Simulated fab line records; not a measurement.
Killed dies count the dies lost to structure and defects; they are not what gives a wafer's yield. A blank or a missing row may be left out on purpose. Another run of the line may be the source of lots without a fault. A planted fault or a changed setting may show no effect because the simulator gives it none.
Problem report, 8D (eight disciplines) form, completed by code | flow n5_finfet | the parts of the form that need people (team, actions taken, sign-off) are left out

## 1. PROBLEM STATEMENT
At N5_BEOL_M8_OCD_MEAS_38, trench_depth_nm averages 56.6 nm over 2 wafers from 2 lots, while fault-free wafers read 92.2 nm, standard deviation 2. That puts it -18 standard deviations away from the usual mean.
Seen first at day 14 21:04 on ocd-01, wafer L522.3. The record has a number at this step for 16 wafers belonging to 6 lots. By rule, "out" or "out of limits" means more than 4 standard deviations away from the usual mean. All remaining wafers that have a number are taken as sound.

## 2. WHAT IT IS AND WHAT IT IS NOT
question                    | is                | is not
which readings at this step | trench_depth_nm   | -
which lots                  | L522, L524        | L505, L511, L513, L528
which wafers of those lots  | L522.3, L524.6    | L522.2, L524.1, L524.5
read on which gauges        | ocd-01            | -
when                        | from day 14 21:04 | up to then (10 sound wafers); but 4 sound wafers of L524, L528 came after

## 3. WHAT RULES OUT EACH SUSPECT
Counting: a tool at a process step up to the reading stays a suspect if it ran every lot that is out. Sound lots after the first of them don't rule it out here, since some wafers of a struck lot are sound.
- the gauge at N5_BEOL_M8_OCD_MEAS_38 is ruled out. All the wafers that are out were read on ocd-01, but those of them that N5_BEOL_M8_THK_MEAS_53 has rows for are out there too, on other tools.
- rie_diel-05 at N5_BEOL_M8_ETCH_65 (etches SiARC in CF4, target depth 15.6 nm, time 26 s): kept. It ran every lot that is out, first L522 (day 14 20:31); its last sound lot up to then is L513 (day 12 13:11).
- rie_diel-05 at N5_BEOL_M8_STRIP_36 (strips in N2/H2): kept. It ran every lot that is out, first L522 (day 14 20:47); its last sound lot up to then is L513 (day 12 13:22).
- rie_diel-05 at N5_BEOL_M8_TRENCH_ETCH_37 (etches SiCOH lowk in C4F6/O2, target depth 93.478 nm, time 31.2 s): kept. It ran every lot that is out, first L522 (day 14 20:51); its last sound lot up to then is L513 (day 12 13:25).
Still standing after the count: rie_diel-05 at N5_BEOL_M8_ETCH_65, rie_diel-05 at N5_BEOL_M8_STRIP_36, rie_diel-05 at N5_BEOL_M8_TRENCH_ETCH_37.

## 4. THE CAUSE (what the simulator had put in)
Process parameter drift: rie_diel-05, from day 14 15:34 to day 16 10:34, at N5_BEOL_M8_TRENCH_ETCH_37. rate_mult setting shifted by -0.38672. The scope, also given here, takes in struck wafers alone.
Counting leaves 3 suspects; this tool is one of them.

## 5. THE EFFECT CHAIN, in route order
Each row: a reading where the mean over the struck wafers with a number is more than 3 standard deviations away from the usual. Readings are gone through only where the record gives a usual standard deviation; hours: the median, over the lots, of the time from a lot's start at the first step in this table giving one to that lot's start at this step; sigmas: the change measured in usual standard deviations.
hours | step                    | reading              | usual        | on struck wafers | change | sigmas
0     | N5_BEOL_M8_OCD_MEAS_38  | trench_depth_nm      | 92.2 nm      | 56.6             | -35.6  | -18
3     | N5_BEOL_M8_THK_MEAS_53  | M8_THK               | 79.5 nm      | 42.8             | -36.7  | -15
3     | N5_BEOL_M8_RS_MEAS_57   | M8_RS                | 0.291 ohm/sq | 0.621            | +0.330 | +33
54    | N5_BEOL_M15_RC_MEAS_101 | SERP_M8              | 14.2 ohm/um  | 28.8             | +14.6  | +22
54    | N5_BEOL_M15_RC_MEAS_101 | SERP_M8_max_site     | 14.8 ohm/um  | 30.4             | +15.6  | +22
70    | N5_PASSIVATION_PROBE_49 | defect_limited_yield | 91.3 %       | 79.7             | -11.6  | -8.3
70    | N5_PASSIVATION_PROBE_49 | killed_at_M4_up      | 13           | 136              | +123   | +23
70    | N5_PASSIVATION_PROBE_49 | killed_dies          | 103          | 240              | +137   | +8.6
70    | N5_PASSIVATION_PROBE_49 | sort_bin_8_speed     | 0.1 %        | 10.7             | +10.6  | +26
70    | N5_PASSIVATION_PROBE_49 | sort_n_pass          | 1077         | 940              | -137   | -8.1
Here are the process steps it includes:
- N5_PASSIVATION_PROBE_49

## 6. WHAT WOULD HAVE CAUGHT IT SOONER
In this record the first reading out of limits at a measuring or inspecting step was taken at day 14 21:04, 6 hours after the fault began at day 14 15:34.
Of the tool readings at N5_BEOL_M8_TRENCH_ETCH_37 for which the record gives a usual standard deviation, none was out on any struck wafer, so an alarm limit of 4 standard deviations on them would not have fired.
Lots out: 2; of these, L524 started N5_BEOL_M8_TRENCH_ETCH_37 on rie_diel-05 after day 14 21:04. Had the tool been put on hold then, it would have been spared.
